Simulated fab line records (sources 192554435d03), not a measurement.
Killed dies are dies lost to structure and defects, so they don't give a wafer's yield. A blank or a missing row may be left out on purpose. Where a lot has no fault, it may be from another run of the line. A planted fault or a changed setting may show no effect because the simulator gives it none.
Matching of chambers + flow n5 finfet + pecvd-03 running N5_GATE_CUT_PECVD_57: 3 sister chambers
The step deposits SiNx from SiH4/NH3/N2, target thk 21 nm. 3 wafers are shown with their chamber, then 8 later ones without.

WAFERS WITH THEIR CHAMBER
| wafer  | chamber | throttle valve pct (%) |
|--------|---------|------------------------|
| L084.5 | 2       | 39.5                   |
| L085.6 | 1       | 39.6                   |
| L086.1 | 0       | 44.6                   |

WAFERS WHOSE CHAMBER IS MISSING
| wafer  | throttle valve pct (%) |
|--------|------------------------|
| L086.3 | 39.3                   |
| L086.5 | 39.9                   |
| L088.1 | 39.5                   |
| L088.2 | 39.6                   |
| L088.4 | 39.6                   |
| L093.2 | 44.1                   |
| L093.3 | 39.7                   |
| L093.4 | 39.5                   |

CHAMBER TAKEN BY EACH
| wafer  | from the rows above     | in truth |
|--------|-------------------------|----------|
| L086.3 | can't be placed: 2 or 1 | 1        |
| L086.5 | can't be placed: 1 or 2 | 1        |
| L088.1 | can't be placed: 2 or 1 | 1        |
| L088.2 | can't be placed: 1 or 2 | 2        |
| L088.4 | can't be placed: 1 or 2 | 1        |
| L093.2 | 0                       | 0        |
| L093.3 | can't be placed: 1 or 2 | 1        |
| L093.4 | can't be placed: 2 or 1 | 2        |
Correct placement for 1 of the 8. Cannot be placed on the basis of these rows: 7; the candidates contain the true chamber in 7. Number placed wrongly: 0.
How it was worked out, from the rows above alone: a wafer's distance from a chamber is the root of the sum, over the readings, of the square of ((its reading less the chamber's mean) divided by the reading's scatter). The wafer belongs to the nearest chamber; if the next one is less than 2 further off, it can't be placed. For every chamber, the mean is computed from those of its wafers that are shown. The scatter: with one shown wafer a chamber, the root of the mean of the squares of how far each hidden wafer lies from its nearest shown one.
